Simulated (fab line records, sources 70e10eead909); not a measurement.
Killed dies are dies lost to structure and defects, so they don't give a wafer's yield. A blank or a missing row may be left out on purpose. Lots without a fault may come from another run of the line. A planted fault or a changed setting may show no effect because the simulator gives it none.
One fault seen from 3 desks | flow nand_harc | each desk has only its own numbers; what lay behind them comes last

THE TOOL OWNER'S DESK: pecvd_onon-02
The tool's own readings at NHARC_A_ONON_D1_DEP_09 (target thk 1000 nm): means of the sampled wafers that have a number, for each lot that ran on this tool. A lot is out of limits, marked OUT, if its mean lies more than 4 standard deviations from the usual mean; the brackets give that distance.
Columns: A = nh3_flow_sccm at NHARC_A_ONON_D1_DEP_09, usual 500.0 sccm
lot  | first seen here | A
L452 | day 8 11:24     | 502.5
L459 | day 10 16:41    | 500.1
L461 | day 11 13:33    | 499.6
L464 | day 12 16:59    | 499.3
L470 | day 15 06:08    | 499.0
L475 | day 17 12:45    | 500.0
This desk's finding: nothing out of limits on any of the 6 lots.

THE DEFECT DESK
What the inspections along the route counted, lot by lot: means of the sampled wafers that have a number. A lot is out of limits, marked OUT, if its mean lies more than 4 standard deviations from the usual mean; the brackets give that distance.
Columns: A = raw_defect_count at NHARC_A_START_INSPECT_01, usual 3.6
lot  | first seen here | A
L452 | day 7 07:24     | 4.3
L454 | day 7 23:54     | 5.7
L455 | day 8 11:46     | 3.7
L457 | day 8 22:34     | 4.3
L459 | day 9 13:26     | 4.0
L461 | day 10 12:50    | 4.7
L464 | day 11 14:07    | 4.7
L469 | day 13 18:10    | 4.0
L470 | day 14 04:05    | 2.7
L471 | day 14 12:52    | 3.7
L472 | day 15 07:43    | 3.3
L473 | day 15 12:29    | 3.3
L475 | day 16 07:57    | 1.0
This desk's finding: nothing out of limits on any of the 13 lots.

THE METROLOGY DESK
What the gauges read, lot by lot, whatever tool the lot ran on: means of the sampled wafers that have a number. A lot is out of limits, marked OUT, if its mean lies more than 4 standard deviations from the usual mean; the brackets give that distance.
Columns: A = thk_nm at NHARC_A_ONON_D1_THK_MEAS_02, usual 999 nm; B = thk_nm at NHARC_A_ONON_D1_THK_MEAS_11, usual 998 nm
lot  | first seen here | A    | B
L452 | day 8 10:05     | 1010 | 990
L454 | day 9 00:40     | 999  | 991
L455 | day 9 11:11     | 995  | 985
L457 | day 9 21:43     | 998  | 990
L459 | day 10 15:30    | 1000 | 996
L461 | day 11 12:18    | 1017 | 1722 (+91) OUT
L464 | day 12 15:49    | 1005 | 1731 (+92) OUT
L469 | day 14 20:11    | 988  | 992
L470 | day 15 04:56    | 992  | 1000
L471 | day 15 11:47    | 994  | 1001
L472 | day 16 07:04    | 996  | 1000
L473 | day 16 11:15    | 1001 | 993
L475 | day 17 11:32    | 1008 | 1010
This desk's finding: out of limits on L461, L464; first on L461, day 11 14:01 (thk_nm at NHARC_A_ONON_D1_THK_MEAS_11). In limits: L452, L454, L455, L457, L459, L469, L470, L471, L472, L473, L475.

PUT TOGETHER
The metrology desk could have raised an alarm at day 11 14:01, on L461, L464.
The tool owner's desk saw nothing out of limits.
The defect desk saw nothing out of limits.
The tool owner's desk has L461, L464 on record, within its limits.
The defect desk has L461, L464 on record, within its limits.
Of the lots named, all ran NHARC_A_ONON_D1_DEP_09 on pecvd_onon-02.

WHAT THE SIMULATOR HAD PUT IN
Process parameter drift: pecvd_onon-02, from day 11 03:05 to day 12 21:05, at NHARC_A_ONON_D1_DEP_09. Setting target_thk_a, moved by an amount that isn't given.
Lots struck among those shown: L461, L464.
Hours from the fault's start to each desk's first reading out of limits: the metrology desk, 11.
